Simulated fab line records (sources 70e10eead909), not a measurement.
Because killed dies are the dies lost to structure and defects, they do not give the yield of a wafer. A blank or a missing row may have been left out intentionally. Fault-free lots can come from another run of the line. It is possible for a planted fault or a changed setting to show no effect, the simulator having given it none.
Which of the tools did it?	flow nandHarc	69 wafers from 23 lots sampled at 6 of the route's 1302 steps

WHAT THE GAUGES SHOWED, per wafer
The record lacks any reading of a measuring or inspecting step that a usual standard deviation could be used to judge.

EACH LOT AND THE TOOL THAT RAN IT (in order: tool; ch and the chambers of the sampled wafers; start)
lot	NHARC_A_STAIRCASE_ETCH_15	NHARC_A_STAIRCASE_TRIM_189	NHARC_A_STAIRCASE_TRIM_196	NHARC_A_STAIRCASE_ETCH_221	NHARC_A_STAIRCASE_TRIM_229	NHARC_A_STAIRCASE_ETCH_273
L074	rieDiel-08 ch 0,2, day 15 17:14 or earlier	rieDiel-12 ch 1,2,3, day 15 17:14 or earlier	rieDiel-11 ch 1,2,3, day 15 17:14	rieDiel-11 ch 1,2, day 15 21:33 or earlier	rieDiel-12 ch 0,1, day 15 21:33	rieDiel-11 ch 0,2, no start
L075	rieDiel-08 ch 1,2,3, day 16 11:03 or earlier	rieDiel-12 ch 0,1,2, day 16 11:03 or earlier	rieDiel-11 ch 0,3, day 16 11:03	rieDiel-12 ch 0,1, day 16 15:32 or earlier	rieDiel-12 ch 1,2,3, day 16 15:32	rieDiel-08 ch 0,1,3, no start
L077	rieDiel-11 ch 0,1, day 17 08:12 or earlier	rieDiel-11 ch 2,3, day 17 08:12 or earlier	rieDiel-11 ch 0,3, day 17 08:12	rieDiel-12 ch 1,2, day 17 11:59 or earlier	rieDiel-08 ch 0,1,3, day 17 11:59	rieDiel-12 ch 0,2, no start
L076	rieDiel-12 ch 0,1,3, day 17 05:17 or earlier	rieDiel-12 ch 0,1, day 17 05:17 or earlier	rieDiel-12 ch 0,1,2, day 17 05:17	rieDiel-12 ch 1,2,3, day 17 09:04 or earlier	rieDiel-08 ch 1,2,3, day 17 09:04	rieDiel-11 ch 1,2,3, no start
L079	rieDiel-12 ch 0,2,3, day 17 15:02 or earlier	rieDiel-12 ch 0,3, day 17 15:02 or earlier	rieDiel-12 ch 2,3, day 17 15:02	rieDiel-08 ch 1,2, day 17 18:46 or earlier	rieDiel-08 ch 1,2, day 17 18:46	rieDiel-11 ch 0,1,2, no start
L078	rieDiel-08 ch 0,1, day 17 15:10 or earlier	rieDiel-08 ch 0,2,3, day 17 15:10 or earlier	rieDiel-12 ch 0,2,3, day 17 15:10	rieDiel-12 ch 1,2, day 17 19:02 or earlier	rieDiel-12 ch 1,2, day 17 19:02	rieDiel-12 ch 2,3, no start
L081	rieDiel-12 ch 1,2,3, day 19 06:37 or earlier	rieDiel-12 ch 0,1,3, day 19 06:37 or earlier	rieDiel-12 ch 1,2,3, day 19 06:37	rieDiel-08 ch 0,2,3, day 19 10:31 or earlier	rieDiel-08 ch 1,2,3, day 19 10:31	rieDiel-08 ch 0,1,2, no start
L082	rieDiel-08 ch 1,2, day 19 15:07 or earlier	rieDiel-12 ch 1,2, day 19 15:07 or earlier	rieDiel-12 ch 0,1,2, day 19 15:07	rieDiel-11 ch 0,3, day 19 19:03 or earlier	rieDiel-08 ch 0,2,3, day 19 19:03	rieDiel-08 ch 0,1,2, no start
L083	rieDiel-11 ch 1,2, day 20 00:35 or earlier	rieDiel-11 ch 2,3, day 20 00:35 or earlier	rieDiel-08 ch 0,1,3, day 20 00:35	rieDiel-11 ch 0,3, day 20 04:32 or earlier	rieDiel-08 ch 0,1, day 20 04:32	rieDiel-11 ch 0,2,3, no start
L084	rieDiel-11 ch 1,3, day 20 15:07 or earlier	rieDiel-08 ch 0,3, day 20 15:07 or earlier	rieDiel-08 ch 0,2,3, day 20 15:07	rieDiel-08 ch 0,1, day 20 19:01 or earlier	rieDiel-11 ch 0,1, day 20 19:01	rieDiel-11 ch 1,3, no start
L085	rieDiel-08 ch 0,1, day 20 15:29 or earlier	rieDiel-08 ch 0,3, day 20 15:29 or earlier	rieDiel-08 ch 0,1, day 20 15:29	rieDiel-12 ch 0,1,2, day 20 19:27 or earlier	rieDiel-11 ch 0,2, day 20 19:27	rieDiel-08 ch 0,2, no start
L086	rieDiel-08 ch 0,2,3, day 21 00:50 or earlier	rieDiel-12 ch 0,1,2, day 21 00:50 or earlier	rieDiel-11 ch 1,3, day 21 00:50	rieDiel-12 ch 0,1,3, day 21 04:53 or earlier	rieDiel-11 ch 0,1,3, day 21 04:53	rieDiel-11 ch 0,1,3, no start
L087	rieDiel-12 ch 0,2,3, day 21 19:38 or earlier	rieDiel-11 ch 0,1,2, day 21 19:38 or earlier	rieDiel-12 ch 2,3, day 21 19:38	rieDiel-08 ch 2,3, day 21 23:53 or earlier	rieDiel-12 ch 0,2, day 21 23:53	rieDiel-08 ch 0,2, no start
L088	rieDiel-12 ch 0,2, day 22 00:02 or earlier	rieDiel-12 ch 0,2,3, day 22 00:02 or earlier	rieDiel-12 ch 0,2,3, day 22 00:02	rieDiel-08 ch 2,3, day 22 06:26 or earlier	rieDiel-12 ch 0,1, day 22 06:26	rieDiel-11 ch 0,2, no start
L090	rieDiel-08 ch 0,2,3, day 22 01:18 or earlier	rieDiel-12 ch 0,2, day 22 01:18 or earlier	rieDiel-12 ch 0,2,3, day 22 01:18	rieDiel-11 ch 0,2,3, day 22 06:47 or earlier	rieDiel-08 ch 0,2, day 22 06:47	rieDiel-12 ch 1,3, no start
L089	rieDiel-08 ch 0,2,3, day 22 08:22 or earlier	rieDiel-12 ch 0,1, day 22 08:22 or earlier	rieDiel-12 ch 0,2,3, day 22 08:22	rieDiel-08 ch 0,2, day 22 12:56 or earlier	rieDiel-12 ch 0,1,3, day 22 12:56	rieDiel-12 ch 0,1,3, no start
L091	rieDiel-12 ch 0,1,3, day 22 14:58 or earlier	rieDiel-12 ch 0,3, day 22 14:58 or earlier	rieDiel-12 ch 0,1, day 22 14:58	rieDiel-11 ch 1,3, day 22 18:50 or earlier	rieDiel-12 ch 1,2,3, day 22 18:50	rieDiel-11 ch 1,2, no start
L092	rieDiel-11 ch 0,3, day 23 12:41 or earlier	rieDiel-12 ch 0,1, day 23 12:41 or earlier	rieDiel-12 ch 0,2,3, day 23 12:41	rieDiel-11 ch 0,1, day 23 16:24 or earlier	rieDiel-08 ch 0,1,3, day 23 16:24	rieDiel-11 ch 0,2, no start
L094	rieDiel-12 ch 0,2,3, day 23 21:04 or earlier	rieDiel-12 ch 0,1,3, day 23 21:04 or earlier	rieDiel-11 ch 0,2,3, day 23 21:04	rieDiel-11 ch 0,1,2, day 24 02:05 or earlier	rieDiel-11 ch 0,1,3, day 24 02:05	rieDiel-12 ch 0,1,2, no start
L093	rieDiel-11 ch 0,1,2, day 23 21:12 or earlier	rieDiel-11 ch 0,1,2, day 23 21:12 or earlier	rieDiel-11 ch 0,2,3, day 23 21:12	rieDiel-11 ch 1,2,3, day 24 02:13 or earlier	rieDiel-11 ch 0,2,3, day 24 02:13	rieDiel-08 ch 0,2,3, no start
L095	rieDiel-08 ch 0,2,3, day 24 19:08 or earlier	rieDiel-12 ch 0,2,3, day 24 19:08 or earlier	rieDiel-12 ch 0,1,2, day 24 19:08	rieDiel-08 ch 1,2,3, day 24 22:50 or earlier	rieDiel-12 ch 0,2,3, day 24 22:50	rieDiel-12 ch 0,2,3, no start
L097	rieDiel-08 ch 0,2,3, day 25 12:01 or earlier	rieDiel-12 ch 0,2,3, day 25 12:01 or earlier	rieDiel-08 ch 0,1,2, day 25 12:01	rieDiel-08 ch 1,2,3, day 25 16:47 or earlier	rieDiel-12 ch 1,2,3, day 25 16:47	rieDiel-11 ch 0,1,2, no start
L096	rieDiel-08 ch 1,3, day 25 12:00 or earlier	rieDiel-12 ch 0,1,2, day 25 12:00 or earlier	rieDiel-11 ch 0,1,2, day 25 12:00	rieDiel-12 ch 1,3, day 25 16:15 or earlier	rieDiel-08 ch 1,2,3, day 25 16:15	rieDiel-12 ch 0,1,3, no start
- NHARC_A_STAIRCASE_ETCH_15: etches the open film in C4F8/O2, target depth 100 nm, time 40.5 s.
- NHARC_A_STAIRCASE_TRIM_189: chemistry O2, time 211.2 s.
- NHARC_A_STAIRCASE_TRIM_196: chemistry O2, time 211.2 s.
- NHARC_A_STAIRCASE_ETCH_221: etches the open film in C4F8/O2, target depth 100 nm, time 40.5 s.
- NHARC_A_STAIRCASE_TRIM_229: chemistry O2, time 211.2 s.
- NHARC_A_STAIRCASE_ETCH_273: etches the open film in C4F8/O2/Ar, target depth 10200 nm, time 2468.6 s.

AS READ BY THE TOOLS THEMSELVES (means over the sampled wafers that have a number; for cases with no such wafer, the mark the record gives instead)
NHARC_A_STAIRCASE_ETCH_15.
lot	tool	oesProductAu (a.u.)	rfVppV (V)
L074	rieDiel-08	0.952	902
L075	rieDiel-08	0.932	891
L077	rieDiel-11	0.956	898
L076	rieDiel-12	0.943	900
L079	rieDiel-12	0.939	895
L078	rieDiel-08	0.938	894
L081	rieDiel-12	0.932	897
L082	rieDiel-08	0.935	890
L083	rieDiel-11	0.946	902
L084	rieDiel-11	0.960	892
L085	rieDiel-08	0.952	899
L086	rieDiel-08	0.946	896
L087	rieDiel-12	0.954	894
L088	rieDiel-12	0.939	892
L090	rieDiel-08	0.942	895
L089	rieDiel-08	0.939	896
L091	rieDiel-12	0.941	900
L092	rieDiel-11	0.944	892
L094	rieDiel-12	0.946	895
L093	rieDiel-11	0.948	899
L095	rieDiel-08	0.945	896
L097	rieDiel-08	0.942	896
L096	rieDiel-08	0.931	894

NHARC_A_STAIRCASE_TRIM_189.
lot	tool	drypumpMotorCurrentA (A)	o2FlowSccm (sccm)	oesProductAu (a.u.)	rfVppV (V)	showerheadPlenumPTorr (Torr)	throttleValvePct (%)
L074	rieDiel-12	6.0	498.9	1.000	58.3	3.54	17.036
L075	rieDiel-12	5.8	500.1	0.999	58.3	3.61	17.030
L077	rieDiel-11	6.1	500.3	1.002	57.5	3.30	17.032
L076	rieDiel-12	5.5	500.1	1.003	58.2	3.75	17.044
L079	rieDiel-12	5.9	498.8	0.995	57.7	3.59	17.048
L078	rieDiel-08	5.7	499.4	1.003	58.3	3.55	17.034
L081	rieDiel-12	5.8	500.0	0.991	57.2	3.63	17.044
L082	rieDiel-12	5.7	499.7	0.990	58.8	3.63	17.040
L083	rieDiel-11	6.1	500.7	1.001	58.3	3.65	17.042
L084	rieDiel-08	5.5	500.0	1.001	57.7	3.47	17.040
L085	rieDiel-08	5.6	499.7	1.003	57.8	3.47	17.038
L086	rieDiel-12	5.8	500.4	1.000	58.4	3.59	17.048
L087	rieDiel-11	5.8	500.6	1.002	57.7	3.62	17.040
L088	rieDiel-12	6.1	500.8	1.000	57.0	3.48	17.039
L090	rieDiel-12	6.1	499.6	0.996	57.8	3.45	17.031
L089	rieDiel-12	5.6	500.4	0.999	58.1	3.68	17.033
L091	rieDiel-12	5.9	500.2	0.999	57.8	3.57	17.032
L092	rieDiel-12	5.5	499.8	1.002	58.3	3.72	17.027
L094	rieDiel-12	5.8	501.6	0.997	57.9	3.61	17.030
L093	rieDiel-11	5.8	501.3	0.997	57.8	3.61	17.037
L095	rieDiel-12	6.1	500.4	1.005	57.6	3.46	17.041
L097	rieDiel-12	6.1	499.5	0.994	57.7	3.46	17.040
L096	rieDiel-12	5.8	500.4	0.995	57.6	3.57	17.031

NHARC_A_STAIRCASE_TRIM_196.
lot	tool	drypumpMotorCurrentA (A)	o2FlowSccm (sccm)	oesProductAu (a.u.)	rfVppV (V)	showerheadPlenumPTorr (Torr)	throttleValvePct (%)
L074	rieDiel-11	5.7	499.1	1.005	56.6	3.42	17.034
L075	rieDiel-11	5.4	498.7	1.000	57.3	3.39	17.030
L077	rieDiel-11	5.5	501.5	0.995	57.3	3.43	17.034
L076	rieDiel-12	5.8	500.8	0.995	57.4	3.60	17.041
L079	rieDiel-12	6.3	499.7	1.000	58.6	3.39	17.040
L078	rieDiel-12	6.1	500.5	1.004	57.6	3.49	17.033
L081	rieDiel-12	6.0	501.0	1.001	57.5	3.53	17.035
L082	rieDiel-12	5.8	500.5	0.992	57.5	3.59	17.040
L083	rieDiel-08	5.5	501.8	1.012	56.6	3.46	17.035
L084	rieDiel-08	5.7	498.9	1.008	58.0	3.54	17.044
L085	rieDiel-08	5.1	499.3	0.999	57.6	3.60	17.037
L086	rieDiel-11	5.4	500.9	1.006	56.9	3.52	17.042
L087	rieDiel-12	6.3	499.9	1.000	56.9	3.38	17.029
L088	rieDiel-12	6.1	500.6	0.993	57.1	3.48	17.032
L090	rieDiel-12	6.1	499.6	0.996	57.1	3.48	17.041
L089	rieDiel-12	6.1	501.0	1.004	57.1	3.47	17.023
L091	rieDiel-12	5.6	499.6	1.003	57.6	3.68	17.038
L092	rieDiel-12	6.1	500.4	1.002	57.3	3.47	17.030
L094	rieDiel-11	5.8	500.9	1.003	57.1	3.52	17.024
L093	rieDiel-11	5.8	498.7	0.996	58.0	3.52	17.031
L095	rieDiel-12	5.8	499.4	0.999	57.1	3.57	17.042
L097	rieDiel-08	5.6	501.6	1.012	57.6	3.68	17.028
L096	rieDiel-11	5.8	501.2	1.003	58.7	3.60	17.038

NHARC_A_STAIRCASE_ETCH_221.
lot	tool	oesProductAu (a.u.)	rfVppV (V)
L074	rieDiel-11	0.937	891
L075	rieDiel-12	0.961	904
L077	rieDiel-12	0.939	900
L076	rieDiel-12	0.949	895
L079	rieDiel-08	0.953	890
L078	rieDiel-12	0.942	900
L081	rieDiel-08	0.944	896
L082	rieDiel-11	0.942	892
L083	rieDiel-11	0.954	890
L084	rieDiel-08	0.936	893
L085	rieDiel-12	0.955	898
L086	rieDiel-12	0.924	899
L087	rieDiel-08	0.932	890
L088	rieDiel-08	0.930	890
L090	rieDiel-11	0.954	896
L089	rieDiel-08	0.935	901
L091	rieDiel-11	0.925	891
L092	rieDiel-11	0.934	896
L094	rieDiel-11	0.932	899
L093	rieDiel-11	0.929	898
L095	rieDiel-08	0.943	897
L097	rieDiel-08	0.938	896
L096	rieDiel-12	0.933	896

NHARC_A_STAIRCASE_TRIM_229.
lot	tool	drypumpMotorCurrentA (A)	o2FlowSccm (sccm)	oesProductAu (a.u.)	rfVppV (V)	showerheadPlenumPTorr (Torr)	throttleValvePct (%)
L074	rieDiel-12	5.6	500.8	0.998	58.7	3.71	17.048
L075	rieDiel-12	6.0	498.7	0.990	58.4	3.54	17.038
L077	rieDiel-08	5.5	500.7	1.002	56.2	3.47	17.040
L076	rieDiel-08	6.0	501.5	1.006	57.7	3.39	17.026
L079	rieDiel-08	6.1	499.0	1.004	58.0	3.45	17.032
L078	rieDiel-12	6.0	499.2	0.992	58.6	3.50	17.030
L081	rieDiel-08	6.0	500.4	1.000	57.4	3.38	17.030
L082	rieDiel-08	5.7	500.0	1.003	58.0	3.54	17.036
L083	rieDiel-08	5.1	500.2	0.999	57.1	3.60	17.028
L084	rieDiel-11	5.4	499.4	1.000	58.5	3.56	17.032
L085	rieDiel-11	6.1	500.5	1.008	58.3	3.69	17.042
L086	rieDiel-11	5.4	500.5	0.999	57.7	3.46	17.032
L087	rieDiel-12	6.1	498.8	0.998	57.3	3.45	17.033
L088	rieDiel-12	5.5	501.7	1.001	58.2	3.73	17.043
L090	rieDiel-08	5.4	500.4	1.001	58.4	3.67	17.045
L089	rieDiel-12	5.8	500.1	0.997	58.0	3.62	17.051
L091	rieDiel-12	6.0	498.7	0.998	58.0	3.51	17.025
L092	rieDiel-08	5.5	498.9	1.004	58.0	3.45	17.038
L094	rieDiel-11	5.5	500.6	1.005	57.0	3.45	17.030
L093	rieDiel-11	5.8	500.0	1.004	57.6	3.51	17.034
L095	rieDiel-12	6.1	498.2	0.996	57.1	3.46	17.030
L097	rieDiel-12	6.0	500.1	1.011	57.2	3.50	17.036
L096	rieDiel-08	6.0	500.2	0.998	58.5	3.53	17.038

NHARC_A_STAIRCASE_ETCH_273.
lot	tool	oesProductAu (a.u.)	rfVppV (V)
L074	rieDiel-11	0.932	1818
L075	rieDiel-08	0.945	1823
L077	rieDiel-12	0.923	1829
L076	rieDiel-11	0.946	1819
L079	rieDiel-11	0.930	1821
L078	rieDiel-12	0.926	1819
L081	rieDiel-08	0.944	1826
L082	rieDiel-08	0.923	1826
L083	rieDiel-11	0.928	1827
L084	rieDiel-11	0.941	1818
L085	rieDiel-08	0.933	1831
L086	rieDiel-11	0.937	1822
L087	rieDiel-08	0.932	1832
L088	rieDiel-11	0.929	1837
L090	rieDiel-12	0.946	1829
L089	rieDiel-12	0.938	1833
L091	rieDiel-11	0.953	1836
L092	rieDiel-11	0.941	1829
L094	rieDiel-12	0.922	1830
L093	rieDiel-08	0.933	1826
L095	rieDiel-12	0.935	1823
L097	rieDiel-11	0.935	1833
L096	rieDiel-12	0.942	1832

THE ANSWER, worked out from the rows above alone
Rule: what is usual is taken from the lots themselves. The widest of any qualifying gaps counts: lots, ordered by their means at a reading, are off when they make up no more than a third of the lots, leave a main group of 4 or more, and stand apart from it by 3 or more times the standard deviation of that group's means. A main group is skipped when, at the precision printed for the reading in the tables above, its means are all equal. A lot without any number at a reading at which 4 lots or more have one is off too. The other lots that the step has rows for count as sound. Order of review: gauges by route order, followed by the tools' own readings, for which a lot's mean as printed above is used. The first step at which some lot is off is used, and at that step the reading that is off furthest; a lot without a number counts as furthest.
Nothing can be told from this: no lot is off at any reading shown.

WHAT THE SIMULATOR HAD PUT IN
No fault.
